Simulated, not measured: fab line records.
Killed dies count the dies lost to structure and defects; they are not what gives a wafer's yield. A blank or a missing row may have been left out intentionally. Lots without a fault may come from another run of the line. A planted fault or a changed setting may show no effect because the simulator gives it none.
fab line records | flow n5_finfet
record: lots: 11 | wafers: 32 | last_day: 17
route steps=1938 shown BEOL_M8@1376 PASSIVATION@1936
lots untouched by any fault: they come from a run of this same line in which no faults occurred
start_h: the number of hours between the record's first day and the start of the first shown wafer of the lot | wait_h: how many hours have passed since the lot's step before this one | " unchanged from the row above | L1.1+2: several wafers, shown together as one row | - no value, or no start given | * or withheld: withheld | < > ~ a bound
route shown NAME@n: NAME is a module with steps in the file, n the number in the route of the first one | usual: mean/standard deviation of fault-free wafers | same: alike in all rows | chamber/n: place in a boat | sites: readings site by site | _std_site: the values' standard deviation | _edge_site: the outer-site mean with the inner-site mean subtracted | radius_mm: for every site, how far away it sits from the centre of the wafer | mask NAME#n: copy n | behind: the tool/chamber that last shaped the wafer | hold: reason for holding the lot/hours on hold/outcome of the hold | device: names the non-switching transistor (n, p or np) | end of line: tests of these same wafers at the route's end | a step without rows: its recipe alone | killed: not the wafer's yield, but the dies lost to structure and defects at the first sort | map: a wafer's dies, x killed, . not, _ none there
set.NAME: the setting that was run; set.NAME@STEP: the one run at that earlier step | model.NAME: the simulator's own value behind a step, which no gauge read
one table for each step of the route and one row for each wafer, over a sample of lots
services: from which hour (start_h, from the record's first day; less than 0 if before it) a tool's chamber was out of use, for how many hours, and why
== steps ==
step: N5_BEOL_M8_STRIP_36
recipe: chemistry: N2/H2 | power_w: 450 | temp_c: 40 | pressure_mtorr: 20 | rf_frequency_hz: 6e+07 | overash_fraction: 0.3 | bias_power_w: 7 | h2_frac: 0.5 | n2_flow_sccm: 200 | h2_flow_sccm: 200
usual: drypump_motor_current_A: 5.6/0.59 | n2_flow_sccm: 200.0/0.6 | oes_product_au: 0.81/0.086 | power_w: 450.2/1.4 | rf_vpp_V: 59.1/1.6 | showerhead_plenum_p_Torr: 2.54/0.095 | temp_c: 40.01/0.12 | throttle_valve_pct: 23.4/0.33
lot.wafer | tool        | chamber | start_h | wait_h | drypump_motor_current_A | n2_flow_sccm | oes_product_au | power_w | rf_hours_counter_h | rf_vpp_V | showerhead_plenum_p_Torr | temp_c | throttle_valve_pct
L425.2    | rie_diel-05 | 2       | 214.44  | 0.0    | 5.6                     | 199.8        | 0.78           | 449.1   | 125                | 61.4     | 2.55                     | 39.89  | 23.5
L425.5    | "           | 2       | "       | "      | 5.6                     | 199.7        | 0.78           | 450.5   | -                  | 59.5     | 2.55                     | 39.84  | 23.5
L425.6    | "           | 1       | "       | "      | 4.9                     | 199.8        | 0.88           | 447.4   | -                  | 59.6     | 2.48                     | 39.99  | 22.8
L430.3    | rie_diel-06 | 2       | 227.52  | 0.0    | 6.5                     | 199.9        | 0.69           | 450.8   | 236                | 57.5     | 2.39                     | 40.00  | 24.0
L430.5    | "           | 3       | "       | "      | 6.7                     | 199.8        | 0.71           | 447.8   | -                  | 61.8     | 2.59                     | 40.14  | 23.6
L430.6    | "           | 0       | "       | "      | 5.0                     | 200.2        | 0.89           | 450.5   | -                  | 59.3     | 2.69                     | 40.04  | 23.2
L431.3    | rie_diel-02 | 1       | 233.78  | 0.0    | 6.0                     | 199.6        | 0.68           | 449.6   | 237                | 59.8     | 2.61                     | 39.91  | 23.8
L431.4    | "           | 0       | "       | "      | 5.7                     | 199.8        | 0.82           | 450.3   | 90                 | 57.5     | 2.46                     | 40.03  | 23.1
L431.6    | "           | 1       | "       | "      | 6.0                     | 200.4        | 0.69           | 452.9   | -                  | 58.8     | 2.61                     | 39.97  | 23.8
L433.2    | rie_diel-06 | 0       | 240.77  | 0.0    | 5.0                     | 200.0        | 0.87           | 448.4   | 69                 | 57.4     | 2.69                     | 39.95  | 23.2
L433.3    | "           | 2       | "       | "      | 6.5                     | 199.9        | 0.69           | 450.6   | 243                | 57.1     | 2.39                     | 40.16  | 24.1
L433.6    | "           | 2       | "       | "      | 6.5                     | 200.2        | 0.69           | 450.1   | -                  | 59.2     | 2.39                     | 40.27  | 24.0
L434.2    | rie_diel-06 | 0       | 245.12  | 0.0    | 5.0                     | 199.7        | 0.87           | 451.8   | 71                 | 62.5     | 2.69                     | 39.87  | 23.2
L434.5    | "           | 1       | "       | "      | 5.1                     | 201.0        | 0.96           | 448.4   | -                  | 59.6     | 2.49                     | 39.97  | 23.1
L434.6    | "           | 0       | "       | "      | 5.0                     | 200.3        | 0.86           | 449.6   | -                  | 59.8     | 2.69                     | 39.95  | 23.2
L435.1    | rie_diel-06 | 1       | 260.62  | 0.0    | 5.1                     | 199.4        | 0.91           | 447.5   | 8                  | 57.1     | 2.49                     | 40.21  | 23.1
L435.3    | "           | 3       | "       | "      | 6.7                     | 199.9        | 0.67           | 450.3   | 239                | 61.4     | 2.59                     | 40.05  | 23.7
L435.5    | "           | 2       | "       | "      | 6.4                     | 199.2        | 0.68           | 448.0   | -                  | 61.0     | 2.38                     | 40.05  | 24.1
L437.2    | rie_diel-05 | 1       | 275.26  | 0.0    | 4.9                     | 199.7        | 0.83           | 450.8   | 56                 | 55.8     | 2.47                     | 40.15  | 22.9
L437.4    | "           | 3       | "       | "      | 5.4                     | 199.9        | 0.90           | 450.7   | 21                 | 62.0     | 2.50                     | 39.73  | 23.4
L439.2    | rie_diel-05 | 1       | 299.74  | 0.0    | 4.9                     | 200.4        | 0.83           | 449.4   | 64                 | 59.9     | 2.47                     | 39.91  | 22.8
L439.5    | "           | 2       | "       | "      | 5.6                     | 200.7        | 0.74           | 449.9   | -                  | 57.2     | 2.53                     | 39.93  | 23.5
L439.6    | "           | 3       | "       | "      | 5.4                     | 200.8        | 0.91           | 448.6   | -                  | 60.1     | 2.49                     | 39.80  | 23.4
L441.2    | rie_diel-06 | 2       | 307.00  | 0.0    | 6.5                     | 200.6        | 0.99           | 450.0   | 3                  | 59.6     | 2.70                     | 40.12  | 23.9
L441.4    | "           | 2       | "       | "      | 6.5                     | 200.3        | 0.99           | 450.8   | -                  | 58.5     | 2.70                     | 40.06  | 23.9
L441.5    | "           | 1       | "       | "      | 5.1                     | 201.2        | 0.89           | 448.5   | -                  | 61.1     | 2.48                     | 40.06  | 23.2
L442.2    | rie_diel-02 | 0       | 309.01  | 0.0    | 5.7                     | 200.2        | 0.78           | 450.8   | 119                | 59.3     | 2.44                     | 40.23  | 23.2
L442.5    | "           | 1       | "       | "      | 6.0                     | 200.3        | 0.93           | 451.3   | -                  | 58.3     | 2.60                     | 40.10  | 23.7
L442.6    | "           | 2       | "       | "      | 5.4                     | 199.6        | 0.81           | 449.2   | -                  | 59.4     | 2.67                     | 40.10  | 23.1
L447.3    | rie_diel-02 | 3       | 338.37  | 0.0    | 5.8                     | 201.6        | 0.74           | 450.6   | 171                | 57.1     | 2.53                     | 40.11  | 23.6
L447.4    | "           | 2       | "       | "      | 5.3                     | 199.1        | 0.81           | 448.8   | 97                 | 59.4     | 2.66                     | 40.05  | 23.1
L447.6    | "           | 3       | "       | "      | 5.8                     | 200.9        | 0.74           | 450.0   | -                  | 59.7     | 2.53                     | 40.06  | 23.6
step: N5_BEOL_M8_STRIP_80
recipe: chemistry: N2/H2 | time_s: 10 | power_w: 450 | temp_c: 40 | pressure_mtorr: 20 | rf_frequency_hz: 6e+07 | bias_power_w: 7 | n2_flow_sccm: 200 | h2_flow_sccm: 200
usual: drypump_motor_current_A: 5.6/0.58 | n2_flow_sccm: 200.0/0.62 | oes_product_au: 0.81/0.085 | rf_vpp_V: 59.2/0.79 | showerhead_plenum_p_Torr: 2.54/0.095 | temp_c: 40.00/0.11 | throttle_valve_pct: 23.4/0.33
lot.wafer | tool        | chamber | start_h | wait_h | drypump_motor_current_A | n2_flow_sccm | oes_product_au | rf_hours_counter_h | rf_vpp_V | showerhead_plenum_p_Torr | temp_c | throttle_valve_pct
L425.2    | rie_diel-05 | 2       | -       | -      | 5.6                     | 199.2        | 0.78           | 126                | 59.6     | 2.55                     | 40.20  | 23.5
L425.5    | "           | 2       | "       | "      | 5.6                     | 199.4        | 0.77           | -                  | 59.8     | 2.55                     | 40.15  | 23.5
L425.6    | "           | 1       | "       | "      | 4.9                     | 200.3        | 0.88           | -                  | 59.7     | 2.48                     | 40.10  | 22.8
L430.3    | rie_diel-06 | 2       | -       | -      | 6.4                     | 200.0        | 0.69           | 236                | 58.8     | 2.39                     | 40.01  | 24.0
L430.5    | "           | 3       | "       | "      | 6.6                     | 199.7        | 0.70           | -                  | 59.1     | 2.59                     | 40.02  | 23.7
L430.6    | "           | 0       | "       | "      | 5.0                     | 200.6        | 0.86           | -                  | 59.4     | 2.69                     | 40.01  | 23.2
L431.3    | rie_diel-02 | 1       | -       | -      | 6.0                     | 199.7        | 0.69           | 237                | 58.8     | 2.61                     | 39.91  | 23.8
L431.4    | "           | 0       | "       | "      | 5.7                     | 200.1        | 0.82           | 90                 | 58.4     | 2.45                     | 40.19  | 23.1
L431.6    | "           | 1       | "       | "      | 6.0                     | 200.0        | 0.70           | -                  | 60.6     | 2.61                     | 39.99  | 23.8
L433.2    | rie_diel-06 | 0       | -       | -      | 5.0                     | 199.5        | 0.87           | 69                 | 59.3     | 2.69                     | 39.91  | 23.2
L433.3    | "           | 2       | "       | "      | 6.4                     | 199.6        | 0.69           | 243                | 59.0     | 2.39                     | 39.86  | 24.1
L433.6    | "           | 2       | "       | "      | 6.4                     | 200.2        | 0.69           | -                  | 58.8     | 2.39                     | 39.92  | 24.1
L434.2    | rie_diel-06 | 0       | -       | -      | 5.0                     | 199.9        | 0.87           | 71                 | 58.5     | 2.69                     | 39.99  | 23.2
L434.5    | "           | 1       | "       | "      | 5.1                     | 200.4        | 0.95           | -                  | 59.4     | 2.49                     | 39.93  | 23.1
L434.6    | "           | 0       | "       | "      | 5.0                     | 201.1        | 0.87           | -                  | 58.6     | 2.69                     | 39.96  | 23.2
L435.1    | rie_diel-06 | 1       | -       | -      | 5.1                     | 199.4        | 0.93           | 8                  | 57.7     | 2.49                     | 40.29  | 23.1
L435.3    | "           | 3       | "       | "      | 6.6                     | 199.6        | 0.69           | 239                | 59.5     | 2.59                     | 40.13  | 23.7
L435.5    | "           | 2       | "       | "      | 6.4                     | 199.3        | 0.68           | -                  | 58.1     | 2.38                     | 39.87  | 24.1
L437.2    | rie_diel-05 | 1       | -       | -      | 4.9                     | 200.1        | 0.85           | 56                 | 58.4     | 2.47                     | 40.02  | 22.8
L437.4    | "           | 3       | "       | "      | 5.4                     | 199.5        | 0.90           | 21                 | 58.6     | 2.50                     | 40.14  | 23.4
L439.2    | rie_diel-05 | 1       | -       | -      | 4.9                     | 200.1        | 0.84           | 64                 | 59.4     | 2.47                     | 40.10  | 22.9
L439.5    | "           | 2       | "       | "      | 5.6                     | 199.3        | 0.75           | -                  | 60.2     | 2.53                     | 40.00  | 23.6
L439.6    | "           | 3       | "       | "      | 5.4                     | 199.4        | 0.89           | -                  | 59.9     | 2.49                     | 39.92  | 23.4
L441.2    | rie_diel-06 | 2       | -       | -      | 6.4                     | 199.9        | 0.98           | 3                  | 59.5     | 2.70                     | 40.16  | 23.9
L441.4    | "           | 2       | "       | "      | 6.5                     | 199.2        | 0.98           | -                  | 59.5     | 2.70                     | 40.02  | 23.9
L441.5    | "           | 1       | "       | "      | 5.1                     | 200.1        | 0.87           | -                  | 58.7     | 2.48                     | 39.96  | 23.2
L442.2    | rie_diel-02 | 0       | -       | -      | 5.7                     | 200.2        | 0.78           | 120                | 58.9     | 2.44                     | 40.17  | 23.2
L442.5    | "           | 1       | "       | "      | 6.0                     | 200.6        | 0.94           | -                  | 58.5     | 2.60                     | 39.92  | 23.7
L442.6    | "           | 2       | "       | "      | 5.3                     | 200.8        | 0.81           | -                  | 60.0     | 2.67                     | 40.12  | 23.1
L447.3    | rie_diel-02 | 3       | -       | -      | 5.8                     | 199.9        | 0.75           | 171                | 60.1     | 2.53                     | 39.81  | 23.6
L447.4    | "           | 2       | "       | "      | 5.4                     | 199.3        | 0.80           | 97                 | 59.0     | 2.66                     | 39.91  | 23.1
L447.6    | "           | 3       | "       | "      | 5.8                     | 199.2        | 0.74           | -                  | 57.3     | 2.53                     | 39.85  | 23.6
step: N5_BEOL_M8_SPUTTER_48
recipe: material: Cu | target_thk_a: 100 | temp_c: -20 | bias_v: 60 | power_w: 26000 | chamber_pressure_pa: 0.13 | time_s: 1.667
usual: chamber_pressure_pa: 0.13/0.00025 | throttle_valve_pct: 29.9/1.1
lot.wafer | tool           | chamber | start_h | wait_h | chamber_pressure_pa | throttle_valve_pct
L425.2    | pvd_sputter-03 | -       | 216.05  | 0.1    | 0.12989             | 30.7
L425.5    | "              | -       | "       | "      | 0.12988             | 28.1
L425.6    | "              | -       | "       | "      | 0.1297              | 30.1
L430.3    | pvd_sputter-03 | -       | 229.30  | 0.1    | 0.13023             | 30.8
L430.5    | "              | -       | "       | "      | 0.13012             | 30.9
L430.6    | "              | -       | "       | "      | 0.12978             | 29.9
L431.3    | pvd_sputter-03 | -       | 236.27  | 0.2    | 0.13023             | 30.9
L431.4    | "              | -       | "       | "      | 0.13026             | 31.3
L431.6    | "              | -       | "       | "      | 0.13017             | 31.0
L433.2    | pvd_sputter-01 | -       | 242.29  | 0.1    | 0.13021             | 30.4
L433.3    | "              | -       | "       | "      | 0.13014             | 32.6
L433.6    | "              | -       | "       | "      | 0.13005             | 32.8
L434.2    | pvd_sputter-03 | -       | 247.05  | 0.1    | 0.13025             | 29.8
L434.5    | "              | -       | "       | "      | 0.12998             | 28.3
L434.6    | "              | -       | "       | "      | 0.13025             | 29.9
L435.1    | pvd_sputter-03 | -       | 262.67  | 0.7    | 0.12999             | 29.7
L435.3    | "              | -       | "       | "      | 0.12997             | 30.7
L435.5    | "              | -       | "       | "      | 0.1298              | 28.5
L437.2    | pvd_sputter-01 | -       | 277.80  | 0.1    | 0.13025             | 29.5
L437.4    | "              | -       | "       | "      | 0.13012             | 30.6
L439.2    | pvd_sputter-03 | -       | 301.54  | 0.5    | 0.13024             | 30.5
L439.5    | "              | -       | "       | "      | 0.13041             | 30.0
L439.6    | "              | -       | "       | "      | 0.12963             | 28.5
L441.2    | pvd_sputter-02 | -       | 308.66  | 0.1    | 0.12982             | 30.6
L441.4    | "              | -       | "       | "      | 0.13023             | 28.1
L441.5    | "              | -       | "       | "      | 0.13013             | 28.1
L442.2    | pvd_sputter-03 | -       | 311.62  | 0.1    | 0.11898             | 32.4
L442.5    | "              | -       | "       | "      | 0.13022             | 30.6
L442.6    | "              | -       | "       | "      | 0.12998             | 30.0
L447.3    | pvd_sputter-01 | -       | 340.19  | 0.1    | 0.12958             | 32.5
L447.4    | "              | -       | "       | "      | 0.13001             | 30.7
L447.6    | "              | -       | "       | "      | 0.12979             | 32.6
step: N5_PASSIVATION_PROBE_49
usual: defect_limited_yield: 91.2/1.6 | killed_at_M0_to_M3: 34/11 | killed_at_M4_up: 14/5.7 | killed_at_contacts: 14/6.6 | killed_at_front_end: 37/10 | killed_at_other: 4/3.2 | killed_dies: 104/19 | killed_open: 69/13 | killed_short: 33/8.7 | sort_bin_5_function: 5.1/1 | sort_bin_6_memory: 3.3/0.76 | sort_n_pass: 1076/19 | sort_yield_pct: 91.2/1.6
same: gross_dies: 1180 | killed_at_back_side: 0 | sort_bin_4_leakage[%]: 0 | sort_bin_8_speed[%]: 0
lot.wafer | tool      | chamber | start_h | wait_h | defect_limited_yield[%] | killed_at_M0_to_M3 | killed_at_M4_up | killed_at_contacts | killed_at_front_end | killed_at_other | killed_dies | killed_open | killed_short | sort_bin_5_function[%] | sort_bin_6_memory[%] | sort_n_pass | sort_yield_pct[%]
L435.1    | prober-01 | -       | 326.27  | 0.0    | 91.0                    | 36                 | 20              | 9                  | 30                  | 11              | 106         | 63          | 40           | 4.5                    | 4.3                  | 1074        | 91.0
L435.3    | prober-01 | -       | 326.37  | 0.1    | 90.9                    | 38                 | 12              | 2                  | 48                  | 7               | 107         | 72          | 31           | 5.6                    | 3.3                  | 1073        | 90.9
killed by level:class
L435.1 BEOL_M0_SAQP:geometric_particle:short=8 BEOL_M4:geometric_particle:open=8 PAD_METAL:geometric_particle:short=8 MOL_CONTACT_COAG:geometric_particle:open=7 BEOL_M2:geometric_particle:open=7 FIN_SAQP:geometric_particle:open=6 BEOL_M0_SAQP:geometric_particle:open=6 GATE_CUT:geometric_particle:short=5
L435.3 FIN_SAQP:geometric_particle:open=13 FIN_SAQP:geometric_particle:short=11 BEOL_M0_SAQP:geometric_particle:open=11 BEOL_M1:geometric_particle:open=7 BEOL_M3:geometric_particle:open=7 GATE_CUT:geometric_particle:short=6 STI_FIN_REVEAL:geometric_particle:open=5 BEOL_M0_SAQP:geometric_particle:short=5
== services ==
tool           | chamber | start_h | hours | kind
rie_diel-06    | -       | 195.13  | 28.1  | pm
rie_diel-06    | 1       | 223.23  | -     | clean
rie_diel-06    | 1       | 223.23  | -     | consumable_replace:focus_ring
rie_diel-06    | 1       | 223.23  | 18.1  | scheduled_down
rie_diel-06    | 1       | 223.23  | 18.1  | vent_cycle
rie_diel-05    | -       | 250.18  | 0.4   | repair
rie_diel-02    | 1       | 268.76  | -     | clean
rie_diel-02    | 1       | 268.76  | -     | consumable_replace:focus_ring
rie_diel-02    | 1       | 268.76  | 20.5  | scheduled_down
rie_diel-02    | 1       | 268.76  | 20.5  | vent_cycle
rie_diel-06    | 2       | 280.14  | -     | clean
rie_diel-06    | 2       | 280.14  | -     | consumable_replace:focus_ring
rie_diel-06    | 2       | 280.14  | -     | consumable_replace:showerhead
rie_diel-06    | 2       | 280.14  | 20.4  | scheduled_down
rie_diel-06    | 2       | 280.14  | 20.4  | vent_cycle
rie_diel-06    | 3       | 300.71  | -     | clean
rie_diel-06    | 3       | 300.71  | -     | consumable_replace:focus_ring
rie_diel-06    | 3       | 300.71  | 15.2  | scheduled_down
rie_diel-06    | 3       | 300.71  | 15.2  | vent_cycle
pvd_sputter-03 | -       | 309.90  | 0.8   | repair
rie_diel-05    | 2       | 325.98  | 13.5  | repair
rie_diel-05    | -       | 330.64  | 3.9   | repair
pvd_sputter-01 | -       | 335.20  | 1.6   | repair
rie_diel-05    | 3       | 336.29  | 3.1   | repair
== key ==
first_sign: step: N5_BEOL_M8_SPUTTER_48 | reading: chamber_pressure_pa | direction: down | sigmas: 45 | usual: 0.13 | struck: 0.11898
effect none on later readings
met_at N5_BEOL_M8_SPUTTER_48
struck_lots L442
struck_wafers L442.2
not_acting_at N5_BEOL_M8_STRIP_36,N5_BEOL_M8_STRIP_80
onset_between 236.27 311.62
fault: kind: process_parameter_drift | tool: pvd_sputter-03 | chamber: - | onset_h: 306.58 | steps: N5_BEOL_M8_SPUTTER_48 | channel: chamber_pressure_pa | offset: -0.010921 | shape: step | end_h: 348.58 | acts_in: these_recipes_only | stated: 0.13 | scope: struck_wafers_only
